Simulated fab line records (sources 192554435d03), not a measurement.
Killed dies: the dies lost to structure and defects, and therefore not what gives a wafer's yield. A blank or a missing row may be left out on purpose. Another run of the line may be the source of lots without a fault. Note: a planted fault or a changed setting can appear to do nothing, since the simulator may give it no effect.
Matching of chambers | flow n5-finfet | N5_HKMG_FIN_DESCUM_17 on rie-diel-03 has 4 sister chambers
The step chemistry O2, time 7.9 s. 20 wafers are shown with their chamber, then 10 later ones without.

== WAFERS WITH THEIR CHAMBER ==
wafer  | chamber | showerhead-plenum-p-Torr (Torr) | drypump-motor-current-A (A) | throttle-valve-pct (%)
L075.1 | 0       | 2.11                            | 6.1                         | 20.59
L075.4 | 1       | 2.20                            | 5.4                         | 20.15
L075.6 | 1       | 2.20                            | 5.4                         | 20.16
L079.1 | 2       | 2.00                            | 5.9                         | 20.24
L079.2 | 1       | 2.19                            | 5.4                         | 20.17
L079.3 | 3       | 1.99                            | 6.0                         | 20.55
L081.2 | 3       | 1.99                            | 6.0                         | 20.53
L081.3 | 0       | 2.10                            | 6.1                         | 20.61
L081.5 | 0       | 2.10                            | 6.1                         | 20.62
L083.1 | 0       | 2.10                            | 6.1                         | 20.63
L083.3 | 1       | 2.19                            | 5.5                         | 20.17
L083.4 | 3       | 1.99                            | 6.0                         | 20.55
L085.1 | 1       | 2.19                            | 5.4                         | 20.20
L085.4 | 3       | 1.99                            | 6.0                         | 20.56
L085.5 | 0       | 2.10                            | 6.1                         | 20.60
L091.2 | 2       | 1.99                            | 5.9                         | 20.28
L091.4 | 0       | 2.10                            | 6.1                         | 20.65
L091.5 | 3       | 1.99                            | 6.1                         | 20.59
L092.2 | 2       | 1.99                            | 5.9                         | 20.29
L092.3 | 3       | 1.98                            | 6.0                         | 20.57

SIGNATURES (averages over the wafers above)
reading                  | chamber 0 | chamber 1 | chamber 2 | chamber 3 | scatter within a chamber
showerhead-plenum-p-Torr | 2.1017    | 2.1940    | 1.9933    | 1.9883    | 0.0047
drypump-motor-current-A  | 6.100     | 5.420     | 5.900     | 6.017     | 0.032
throttle-valve-pct       | 20.6167   | 20.1700   | 20.2700   | 20.5583   | 0.0212
Rule: for each reading, subtract the chamber's mean from the wafer's reading, divide by that reading's scatter and square the result; add these up over the readings and take the root, which gives the wafer's distance from the chamber. If the next closest chamber is less than 2 further off than the closest, the wafer can't be placed; otherwise it belongs to the closest. The scatter: take each reading less its chamber's mean, square it, sum over the shown wafers, divide by the number of wafers less the number of chambers, and take the root.

== WAFERS MISSING THEIR CHAMBER ==
wafer  | showerhead-plenum-p-Torr (Torr) | drypump-motor-current-A (A) | throttle-valve-pct (%)
L092.4 | 2.09                            | 6.1                         | 20.63
L094.3 | 1.98                            | 6.0                         | 20.61
L094.4 | 2.18                            | 5.4                         | 20.23
L094.6 | 2.18                            | 5.4                         | 20.21
L095.4 | 1.99                            | 5.9                         | 20.29
L095.5 | 1.99                            | 5.9                         | 20.29
L095.6 | 2.18                            | 5.4                         | 20.22
L096.1 | 1.98                            | 6.0                         | 20.61
L096.2 | 2.09                            | 6.1                         | 20.64
L096.6 | 1.99                            | 5.9                         | 20.31

== WHICH CHAMBER EACH ONE RAN IN ==
wafer  | from the rows above | in truth
L092.4 | 0                   | 0
L094.3 | 3                   | 3
L094.4 | 1                   | 1
L094.6 | 1                   | 1
L095.4 | 2                   | 2
L095.5 | 2                   | 2
L095.6 | 1                   | 1
L096.1 | 3                   | 3
L096.2 | 0                   | 0
L096.6 | 2                   | 2
Correct placement for 10 of the 10. From these rows, 0 cannot be placed. Placed wrongly: 0.
